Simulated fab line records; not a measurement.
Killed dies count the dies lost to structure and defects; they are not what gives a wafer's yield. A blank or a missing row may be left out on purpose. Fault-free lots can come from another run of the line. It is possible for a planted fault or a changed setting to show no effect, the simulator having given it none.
fab line records	flow n5-finfet	part 1 of 2: steps 1 to 14 of 23
record lots=5	wafers=15	last-day=18
route steps=1938 shown BEOL_M2@878
lots untouched by any fault: they come from a run of this same line in which no faults occurred
start-h: the number of hours between the record's first day and the start of the first shown wafer of the lot	wait-h: hours elapsed since this lot's preceding step	" repeats the value in the row above	L1.1+2: a single row standing in for several wafers	- no value, or no start given	* or withheld: withheld	< > ~ a bound
route shown NAME@n: NAME is a module with steps in the file, n the number in the route of the first one	usual: average and standard deviation across the fault-free wafers	same: alike in all rows	chamber/n: place in a boat	sites: per-site readings	_std_site: standard deviation of those values	_edge_site: the outer-site mean with the inner-site mean subtracted	radius-mm: how far each site lies from the wafer's centre	mask NAME#n: copy n	behind: the most recent tool/chamber to have shaped the wafer	hold: what put the lot on hold/how long, in hours/how the hold closed	device: whichever transistor did not switch (one of n, p or np)	end of line: the route-end tests of the same wafers	a step with no rows: only its recipe	killed: dies that structure and defects cost at the first sort, which is not the same as the wafer's yield	map: per-die view of a wafer (x killed, . not killed, _ where there is no die)
set.NAME: setting as actually run; set.NAME@STEP: the setting as run at that earlier step	model.NAME: the simulator's own value behind a step, which no gauge read
lots at selected steps of the route; one table per step, one row per wafer
services: a tool's chamber out of use, with start hour (start-h, from the record's first day; less than 0 if before it), hours out, and reason
## steps
# step N5_BEOL_M2_INSPECT_30
# recipe mode=adi	inspect-instrument=brightfield
# usual raw-defect-count=441/110
lot.wafer	tool	chamber	start-h	wait-h	raw-defect-count
L084.2	defect-inspect-01	-	198.71	0.0	423
L084.3	"	-	"	"	392
L084.5	"	-	"	"	364
L085.1	defect-inspect-01	-	200.62	0.1	416
L085.5	"	-	"	"	265
L085.6	"	-	"	"	312
L089.1	defect-inspect-02	-	225.72	0.1	404
L089.2	"	-	"	"	403
L089.5	"	-	"	"	448
L091.1	defect-inspect-02	-	252.01	0.1	620
L091.3	"	-	"	"	505
L091.6	"	-	"	"	377
L092.3	defect-inspect-02	-	266.62	0.0	490
L092.4	"	-	"	"	466
L092.6	"	-	"	"	447
# step N5_BEOL_M2_DESCUM_33
# recipe chemistry=O2	time-s=7	source-power-w=50	bias-power-w=20	pressure-mtorr=20	rf-frequency-hz=2.712e+07	temp-c=40	resist=CAR-EUV	o2-flow-sccm=225
# usual bias-power-w=20.01/0.052	drypump-motor-current-A=5.7/0.47	o2-flow-sccm=225.0/0.65	oes-product-au=0.80/0.062	rf-vpp-V=243.1/1.5	showerhead-plenum-p-Torr=2.07/0.074	temp-c=39.99/0.12	throttle-valve-pct=20.35/0.12
lot.wafer	tool	chamber	start-h	wait-h	bias-power-w	drypump-motor-current-A	o2-flow-sccm	oes-product-au	rf-hours-counter-h	rf-vpp-V	showerhead-plenum-p-Torr	temp-c	throttle-valve-pct
L084.2	rie-diel-04	1	198.74	0.0	20.05	5.3	223.8	0.75	146	240.8	2.01	40.11	20.48
L084.3	"	0	"	"	19.96	6.1	225.0	0.88	43	241.5	2.02	40.05	20.20
L084.5	"	1	"	"	20.07	5.3	223.8	0.75	-	243.4	2.01	40.19	20.49
L085.1	rie-diel-04	2	200.65	0.0	20.03	4.7	224.8	0.87	49	243.5	2.12	39.95	20.16
L085.5	"	1	"	"	20.07	5.4	224.8	0.74	-	241.8	2.01	40.15	20.49
L085.6	"	2	"	"	19.99	4.7	224.9	0.87	-	242.7	2.12	40.01	20.15
L089.1	rie-diel-02	1	225.82	0.1	19.99	6.1	224.3	0.74	160	241.9	1.99	39.99	20.42
L089.2	"	0	"	"	20.00	5.2	224.2	0.69	213	243.6	2.06	39.95	20.40
L089.5	"	3	"	"	20.05	5.9	226.3	0.75	-	244.1	2.19	39.99	20.16
L091.1	rie-diel-01	2	252.08	0.1	20.11	5.6	223.1	0.75	149	244.0	2.10	40.12	20.46
L091.3	"	3	"	"	20.08	6.2	225.0	0.75	141	242.5	2.01	40.12	20.43
L091.6	"	2	"	"	19.93	5.6	224.6	0.76	-	243.8	2.10	40.17	20.47
L092.3	rie-diel-01	3	266.66	0.0	20.04	6.2	225.3	0.75	148	242.5	2.01	40.17	20.43
L092.4	"	2	"	"	20.01	5.6	224.3	0.75	152	244.4	2.10	39.82	20.48
L092.6	"	1	"	"	20.04	5.0	224.0	0.88	-	245.1	2.24	40.01	20.50
# step N5_BEOL_M2_ETCH_77
# recipe chemistry=N2/H2	target=underlayer	target-depth-a=65	mask-material=CAR-EUV	time-s=5.2	ion-energy-ev=200	pressure-mtorr=30	source-w=840	bias-w=150	n2-flow-sccm=200	h2-flow-sccm=200	ends=cleared
# usual drypump-motor-current-A=5.7/0.47	etch-rf-on-time-s=5.22/0.084	h2-flow-sccm=200.1/0.56	oes-product-au=0.68/0.054	rf-vpp-V=523.3/2.6	showerhead-plenum-p-Torr=2.52/0.081	throttle-valve-pct=17.83/0.22
lot.wafer	tool	chamber	start-h	wait-h	drypump-motor-current-A	etch-rf-on-time-s	h2-flow-sccm	oes-product-au	rf-hours-counter-h	rf-vpp-V	showerhead-plenum-p-Torr	throttle-valve-pct
L084.2	rie-diel-04	1	198.77	0.0	5.4	5.33	200.4	0.64	146	519.2	2.46	18.14
L084.3	"	0	"	"	6.1	5.18	199.0	0.73	43	521.3	2.47	17.66
L084.5	"	1	"	"	5.4	5.28	200.9	0.63	-	521.3	2.46	18.14
L085.1	rie-diel-04	2	200.69	0.0	4.7	5.26	199.6	0.74	49	522.3	2.59	17.57
L085.5	"	1	"	"	5.4	5.25	200.2	0.65	-	521.0	2.46	18.15
L085.6	"	2	"	"	4.7	5.24	200.3	0.75	-	525.3	2.59	17.58
L089.1	rie-diel-02	1	225.86	0.0	6.2	5.24	199.2	0.63	160	521.8	2.42	17.81
L089.2	"	0	"	"	5.2	5.33	200.2	0.58	213	522.3	2.52	18.05
L089.5	"	3	"	"	5.9	5.15	200.7	0.65	-	525.5	2.66	17.60
L091.1	rie-diel-01	2	252.11	0.0	5.6	5.31	201.4	0.63	149	524.5	2.55	18.03
L091.3	"	3	"	"	6.2	5.34	200.2	0.64	141	521.7	2.44	17.81
L091.6	"	2	"	"	5.6	5.23	200.3	0.63	-	524.0	2.55	18.01
L092.3	rie-diel-01	3	266.69	0.0	6.2	5.37	199.7	0.63	148	521.3	2.44	17.82
L092.4	"	2	"	"	5.6	5.32	200.4	0.64	152	523.7	2.55	18.03
L092.6	"	1	"	"	5.0	5.04	201.2	0.76	-	529.8	2.69	17.69
# step N5_BEOL_M2_ETCH_69
# recipe chemistry=CF4	target=SiARC	target-depth-a=156	mask-material=CAR-EUV	time-s=26	ion-energy-ev=80	pressure-mtorr=40	source-w=545	bias-w=36	Ar_flow_sccm=100	cf4-flow-sccm=100	ends=cleared
# usual drypump-motor-current-A=5.7/0.47	etch-rf-on-time-s=26.1/0.46	oes-product-au=0.68/0.054	rf-vpp-V=183.8/1.1	showerhead-plenum-p-Torr=2.13/0.062	throttle-valve-pct=15.58/0.15
lot.wafer	tool	chamber	start-h	wait-h	drypump-motor-current-A	etch-rf-on-time-s	oes-product-au	rf-hours-counter-h	rf-vpp-V	showerhead-plenum-p-Torr	throttle-valve-pct
L084.2	rie-diel-04	1	198.79	0.0	5.4	26.5	0.64	146	182.7	2.06	15.61
L084.3	"	0	"	"	6.1	26.0	0.73	43	182.4	2.11	15.57
L084.5	"	1	"	"	5.4	26.4	0.64	-	182.9	2.06	15.61
L085.1	rie-diel-04	2	200.70	0.0	4.7	26.9	0.74	49	183.4	2.17	15.34
L085.5	"	1	"	"	5.4	26.6	0.64	-	184.5	2.06	15.62
L085.6	"	2	"	"	4.7	26.8	0.74	-	184.0	2.17	15.36
L089.1	rie-diel-02	1	225.88	0.0	6.1	25.9	0.63	160	183.3	2.06	15.75
L089.2	"	0	"	"	5.2	26.6	0.59	213	183.9	2.13	15.79
L089.5	"	3	"	"	5.9	26.1	0.64	-	186.6	2.23	15.34
L091.1	rie-diel-01	2	252.13	0.0	5.6	26.9	0.63	149	185.3	2.14	15.62
L091.3	"	3	"	"	6.2	26.8	0.63	141	183.2	2.06	15.58
L091.6	"	2	"	"	5.6	26.6	0.64	-	184.2	2.14	15.62
L092.3	rie-diel-01	3	266.71	0.0	6.1	26.5	0.63	148	182.8	2.06	15.57
L092.4	"	2	"	"	5.6	26.2	0.63	152	183.7	2.14	15.63
L092.6	"	1	"	"	5.0	25.2	0.76	-	186.0	2.26	15.42
# step N5_BEOL_M2_ALD_98
# recipe material=SiO2	target-thk-a=25	temp-c=100	ald-precursor-family=BDEAS	ald-co-reactant=O2-plasma	pulse-time-s=1	co-reactant-pulse-time-s=1	purge-time-s=2	co-reactant-purge-time-s=2	ald-cycles=17	pressure-torr=2
# usual chamber-pressure-Torr=2.001/0.0041	heater-power-w=82/8	precursor-pulse-height-rel=1.002/0.019
lot.wafer	tool	chamber	start-h	wait-h	chamber-pressure-Torr	heater-power-w	precursor-pulse-height-rel
L084.2	ald-sin-01	1	198.87	0.1	2.009	89	0.971
L084.3	"	2	"	"	2.013	81	1.012
L084.5	"	0	"	"	2.008	72	1.005
L085.1	ald-sin-03	1	200.79	0.1	1.995	82	1.017
L085.5	"	3	"	"	2.004	89	1.017
L085.6	"	2	"	"	2.003	79	1.012
L089.1	ald-sin-03	0	225.96	0.1	1.997	74	1.005
L089.2	"	3	"	"	1.998	92	1.001
L089.5	"	1	"	"	2.000	85	0.954
L091.1	ald-sin-01	2	252.21	0.1	1.999	84	0.986
L091.3	"	1	"	"	1.993	90	0.998
L091.6	"	2	"	"	1.991	84	1.018
L092.3	ald-sin-01	1	266.83	0.1	2.001	91	1.000
L092.4	"	3	"	"	1.997	90	0.988
L092.6	"	3	"	"	2.002	96	1.005
# step N5_BEOL_M2_ETCHBACK_99
# recipe chemistry=CHF3	target=SiO2	target-depth-a=50	time-s=10.4	source-w=215	bias-w=47	Ar_flow_sccm=200	CHF3_flow_sccm=12	ion-energy-ev=100	pressure-mtorr=30
# usual drypump-motor-current-A=5.7/0.47	oes-product-au=0.80/0.067	rf-vpp-V=241/5.3	showerhead-plenum-p-Torr=2.14/0.074	throttle-valve-pct=17.06/0.14
lot.wafer	tool	chamber	start-h	wait-h	drypump-motor-current-A	oes-product-au	rf-hours-counter-h	rf-vpp-V	showerhead-plenum-p-Torr	throttle-valve-pct
L084.2	rie-diel-04	2	199.21	0.3	4.7	0.86	48	244	2.18	16.79
L084.3	"	0	"	"	6.1	0.86	43	241	2.12	17.04
L084.5	"	1	"	"	5.4	0.75	-	238	2.06	17.05
L085.1	rie-diel-01	0	203.03	2.2	6.2	0.81	75	232	2.09	17.07
L085.5	"	0	"	"	6.2	0.82	-	234	2.09	17.07
L085.6	"	3	"	"	6.2	0.77	-	247	2.08	17.05
L089.1	rie-diel-02	0	237.34	11.3	5.2	0.68	217	240	2.14	17.28
L089.2	"	1	"	"	6.2	0.74	164	237	2.06	17.21
L089.5	"	1	"	"	6.2	0.74	-	238	2.06	17.21
L091.1	rie-diel-01	0	256.80	4.5	6.2	0.81	94	234	2.09	17.12
L091.3	"	1	"	"	5.0	0.89	26	241	2.28	16.94
L091.6	"	1	"	"	5.0	0.88	-	245	2.28	16.94
L092.3	rie-diel-02	2	267.34	0.5	5.7	0.84	78	230	2.10	17.25
L092.4	"	0	"	"	5.2	0.68	226	240	2.14	17.29
L092.6	"	3	"	"	5.9	0.73	-	247	2.25	16.87
# step N5_BEOL_M2_ETCH_70
# recipe chemistry=N2/H2	target=SOC	target-depth-a=800	overetch-a=240	mask-material=SiARC	temp-c=40	time-s=130	ion-energy-ev=200	pressure-mtorr=30	source-w=840	bias-w=150	n2-flow-sccm=200	h2-flow-sccm=200
# usual drypump-motor-current-A=5.7/0.47	h2-flow-sccm=199.9/0.63	oes-product-au=0.59/0.046	rf-vpp-V=523.4/2.6	showerhead-plenum-p-Torr=2.52/0.087	temp-c=40.01/0.11	throttle-valve-pct=17.78/0.22
lot.wafer	tool	chamber	start-h	wait-h	drypump-motor-current-A	h2-flow-sccm	oes-product-au	rf-hours-counter-h	rf-vpp-V	showerhead-plenum-p-Torr	temp-c	throttle-valve-pct
L084.2	rie-diel-04	2	199.24	0.0	4.7	200.5	0.64	48	526.1	2.59	39.73	17.51
L084.3	"	0	"	"	6.2	200.0	0.63	43	522.2	2.47	39.98	17.64
L084.5	"	1	"	"	5.4	200.7	0.56	-	520.8	2.46	40.08	18.09
L085.1	rie-diel-01	0	203.07	0.0	6.2	199.4	0.60	75	521.0	2.46	39.87	17.67
L085.5	"	0	"	"	6.2	200.7	0.60	-	520.6	2.46	39.86	17.67
L085.6	"	3	"	"	6.2	199.8	0.57	-	521.1	2.45	40.19	17.74
L089.1	rie-diel-02	0	237.37	0.0	5.2	201.0	0.52	217	522.5	2.52	39.91	18.00
L089.2	"	1	"	"	6.1	198.2	0.55	164	520.8	2.42	40.03	17.78
L089.5	"	1	"	"	6.2	199.4	0.55	-	521.0	2.42	40.08	17.78
L091.1	rie-diel-01	0	256.84	0.0	6.2	199.6	0.59	94	522.3	2.45	39.82	17.69
L091.3	"	1	"	"	5.1	199.8	0.65	26	527.9	2.69	39.82	17.62
L091.6	"	1	"	"	5.1	200.4	0.64	-	528.4	2.69	40.15	17.64
L092.3	rie-diel-02	2	267.38	0.0	5.7	199.4	0.61	78	522.3	2.48	40.05	18.21
L092.4	"	0	"	"	5.2	200.7	0.51	226	524.2	2.51	39.98	18.01
L092.6	"	3	"	"	5.9	199.0	0.54	-	526.8	2.65	39.89	17.57
# step N5_BEOL_M2_STRIP_71
# recipe chemistry=N2/H2	temp-c=40	n2-flow-sccm=200	h2-flow-sccm=200	rf-frequency-hz=6e+07
lot.wafer	tool	chamber	start-h	wait-h
L084.2+3+5	rie-diel-04	2,0,1	199.33	0.0
L085.1+5+6	rie-diel-01	0,0,3	203.15	0.0
L089.1+2+5	rie-diel-02	0,1,1	237.46	0.0
L091.1+3+6	rie-diel-01	0,1,1	256.92	0.0
L092.3+4+6	rie-diel-02	2,0,3	267.46	0.0
# step N5_BEOL_M2_STRIP_78
# recipe chemistry=N2/H2	temp-c=40	n2-flow-sccm=200	h2-flow-sccm=200	rf-frequency-hz=6e+07
lot.wafer	tool	chamber	start-h	wait-h
L084.2+3+5	rie-diel-04	2,0,1	199.34	0.0
L085.1+5+6	rie-diel-01	0,0,3	203.16	0.0
L089.1+2+5	rie-diel-02	0,1,1	237.47	0.0
L091.1+3+6	rie-diel-01	0,1,1	256.93	0.0
L092.3+4+6	rie-diel-02	2,0,3	267.47	0.0
# step N5_BEOL_M2_VIA_ETCH_34
# recipe chemistry=C4F6/O2	target-depth-a=694	mask-material=SOC	pressure-mtorr=15	ion-energy-ev=250	taper-deg=4	time-s=65.9	source-w=350	bias-w=170	Ar_flow_sccm=300	C4F6_flow_sccm=10	O2_flow_sccm=10
# usual drypump-motor-current-A=5.7/0.47	oes-product-au=0.80/0.067	rf-vpp-V=665/14	showerhead-plenum-p-Torr=2.83/0.093	throttle-valve-pct=30.78/0.18
lot.wafer	tool	chamber	start-h	wait-h	drypump-motor-current-A	oes-product-au	rf-hours-counter-h	rf-vpp-V	showerhead-plenum-p-Torr	throttle-valve-pct
L084.2	rie-diel-04	2	199.35	0.0	4.7	0.87	48	673	2.88	30.46
L084.3	"	0	"	"	6.2	0.88	43	667	2.80	30.88
L084.5	"	1	"	"	5.4	0.76	-	656	2.72	30.90
L085.1	rie-diel-01	0	203.17	0.0	6.2	0.83	75	645	2.77	30.68
L085.5	"	0	"	"	6.2	0.82	-	644	2.77	30.68
L085.6	"	3	"	"	6.2	0.75	-	682	2.75	30.79
L089.1	rie-diel-02	0	237.48	0.0	5.2	0.68	217	665	2.83	30.87
L089.2	"	1	"	"	6.1	0.75	164	656	2.73	30.83
L089.5	"	1	"	"	6.2	0.75	-	656	2.73	30.82
L091.1	rie-diel-01	0	256.94	0.0	6.2	0.80	94	645	2.76	30.74
L091.3	"	1	"	"	5.0	0.88	26	670	3.01	30.72
L091.6	"	1	"	"	5.0	0.88	-	671	3.01	30.73
L092.3	rie-diel-02	2	267.48	0.0	5.7	0.83	78	638	2.77	31.11
L092.4	"	0	"	"	5.3	0.68	226	668	2.82	30.89
L092.6	"	3	"	"	5.9	0.73	-	681	2.96	30.52
# step N5_BEOL_M2_STRIP_83
# recipe chemistry=C4F6/O2	resist=SiARC	rf-frequency-hz=6e+07
lot.wafer	tool	chamber	start-h	wait-h
L084.2+3+5	rie-diel-04	2,0,1	199.40	0.0
L085.1+5+6	rie-diel-01	0,0,3	203.22	0.0
L089.1+2+5	rie-diel-02	0,1,1	237.53	0.0
L091.1+3+6	rie-diel-01	0,1,1	256.99	0.0
L092.3+4+6	rie-diel-02	2,0,3	267.53	0.0
# step N5_BEOL_M2_STRIP_36
# recipe chemistry=N2/H2	power-w=450	temp-c=40	pressure-mtorr=20	rf-frequency-hz=6e+07	overash-fraction=0.3	bias-power-w=7	h2-frac=0.5	n2-flow-sccm=200	h2-flow-sccm=200
# usual bias-power-w=6.999/0.02	drypump-motor-current-A=5.7/0.47	h2-flow-sccm=200.1/0.63	oes-product-au=0.80/0.067	rf-vpp-V=59.2/1.5	showerhead-plenum-p-Torr=2.52/0.087	temp-c=40.01/0.12	throttle-valve-pct=23.6/0.35
lot.wafer	tool	chamber	start-h	wait-h	bias-power-w	drypump-motor-current-A	h2-flow-sccm	oes-product-au	rf-hours-counter-h	rf-vpp-V	showerhead-plenum-p-Torr	temp-c	throttle-valve-pct
L084.2	rie-diel-04	2	199.41	0.0	7.001	4.8	199.9	0.88	48	60.6	2.58	40.08	23.3
L084.3	"	0	"	"	7.016	6.1	199.4	0.87	43	57.9	2.47	39.86	23.4
L084.5	"	1	"	"	7.008	5.4	200.6	0.76	-	57.3	2.45	40.25	24.2
L085.1	rie-diel-01	0	203.23	0.0	7.022	6.2	201.1	0.82	75	59.1	2.45	40.06	23.4
L085.5	"	0	"	"	6.995	6.2	200.6	0.80	-	55.6	2.45	39.90	23.4
L085.6	"	3	"	"	6.984	6.2	201.1	0.76	-	60.7	2.45	40.00	23.5
L089.1	rie-diel-02	0	237.54	0.0	6.981	5.3	199.9	0.68	217	59.9	2.51	39.85	23.8
L089.2	"	1	"	"	6.989	6.2	199.7	0.75	164	58.1	2.41	39.95	23.4
L089.5	"	1	"	"	6.984	6.1	200.0	0.74	-	57.7	2.41	39.85	23.4
L091.1	rie-diel-01	0	257.00	0.0	7.019	6.2	200.1	0.79	94	58.9	2.44	39.99	23.4
L091.3	"	1	"	"	6.979	5.0	198.6	0.87	26	58.3	2.69	39.98	23.5
L091.6	"	1	"	"	6.981	5.0	198.8	0.88	-	60.3	2.69	40.00	23.4
L092.3	rie-diel-02	2	267.54	0.0	7.000	5.7	200.0	0.83	78	60.0	2.48	39.88	24.3
L092.4	"	0	"	"	7.011	5.2	200.9	0.68	226	56.8	2.51	40.12	23.8
L092.6	"	3	"	"	7.006	5.9	201.0	0.73	-	57.3	2.64	40.14	23.3
# step N5_BEOL_M2_TRENCH_ETCH_37
# recipe chemistry=C4F6/O2	target-depth-a=555.55	target=SiOC	time-s=29.2	ion-energy-ev=250	pressure-mtorr=30	source-w=355	bias-w=185	Ar_flow_sccm=300	C4F6_flow_sccm=10	O2_flow_sccm=10
# usual drypump-motor-current-A=5.7/0.47	oes-product-au=0.80/0.066	rf-vpp-V=665/14	showerhead-plenum-p-Torr=2.83/0.093	throttle-valve-pct=20.86/0.15
lot.wafer	tool	chamber	start-h	wait-h	drypump-motor-current-A	oes-product-au	rf-hours-counter-h	rf-vpp-V	showerhead-plenum-p-Torr	throttle-valve-pct
L084.2	rie-diel-04	2	-	-	4.7	0.87	48	675	2.88	20.57
L084.3	"	0	"	"	6.1	0.86	43	669	2.80	20.89
L084.5	"	1	"	"	5.4	0.75	-	656	2.73	20.84
L085.1	rie-diel-01	0	-	-	6.2	0.83	75	645	2.77	20.86
L085.5	"	0	"	"	6.2	0.82	-	644	2.77	20.88
L085.6	"	3	"	"	6.2	0.77	-	681	2.76	20.84
L089.1	rie-diel-02	0	-	-	5.2	0.69	217	667	2.83	21.04
L089.2	"	1	"	"	6.2	0.74	164	655	2.73	21.00
L089.5	"	1	"	"	6.2	0.74	-	656	2.73	20.99
L091.1	rie-diel-01	0	-	-	6.2	0.81	94	644	2.76	20.89
L091.3	"	1	"	"	5.0	0.88	26	671	3.01	20.77
L091.6	"	1	"	"	5.0	0.87	-	670	3.01	20.78
L092.3	rie-diel-02	2	-	-	5.7	0.82	78	639	2.78	21.08
L092.4	"	0	"	"	5.2	0.67	226	667	2.83	21.04
L092.6	"	3	"	"	5.9	0.73	-	680	2.96	20.61
# step N5_BEOL_M2_ETCH_41
# recipe chemistry=CH3F/O2	target=SiCN	target-depth-a=299	taper-deg=2	time-s=52.5	ion-energy-ev=120	mask-material=TiN	pressure-mtorr=30	source-w=395	bias-w=75	Ar_flow_sccm=150	CH3F_flow_sccm=30	O2_flow_sccm=20
# usual drypump-motor-current-A=5.7/0.47	oes-product-au=0.80/0.065	rf-vpp-V=297.0/1.7	showerhead-plenum-p-Torr=1.99/0.069	throttle-valve-pct=16.29/0.14
lot.wafer	tool	chamber	start-h	wait-h	drypump-motor-current-A	oes-product-au	rf-hours-counter-h	rf-vpp-V	showerhead-plenum-p-Torr	throttle-valve-pct
L084.2	rie-diel-04	2	-	-	4.7	0.87	48	297.8	2.03	16.04
L084.3	"	0	"	"	6.1	0.86	43	296.9	1.96	16.27
L084.5	"	1	"	"	5.4	0.76	-	295.5	1.91	16.30
L085.1	rie-diel-01	0	-	-	6.2	0.81	75	295.5	1.94	16.31
L085.5	"	0	"	"	6.2	0.82	-	295.3	1.94	16.31
L085.6	"	3	"	"	6.2	0.77	-	294.7	1.93	16.29
L089.1	rie-diel-02	0	-	-	5.2	0.68	217	296.8	1.99	16.50
L089.2	"	1	"	"	6.1	0.74	164	294.5	1.92	16.47
L089.5	"	1	"	"	6.1	0.74	-	293.9	1.92	16.48
L091.1	rie-diel-01	0	-	-	6.3	0.80	94	295.9	1.94	16.36
L091.3	"	1	"	"	5.0	0.88	26	300.2	2.12	16.18
L091.6	"	1	"	"	5.0	0.89	-	299.8	2.12	16.19
L092.3	rie-diel-02	2	-	-	5.7	0.83	79	296.2	1.95	16.45
L092.4	"	0	"	"	5.2	0.67	226	296.4	1.98	16.52
L092.6	"	3	"	"	5.9	0.73	-	300.2	2.09	16.12
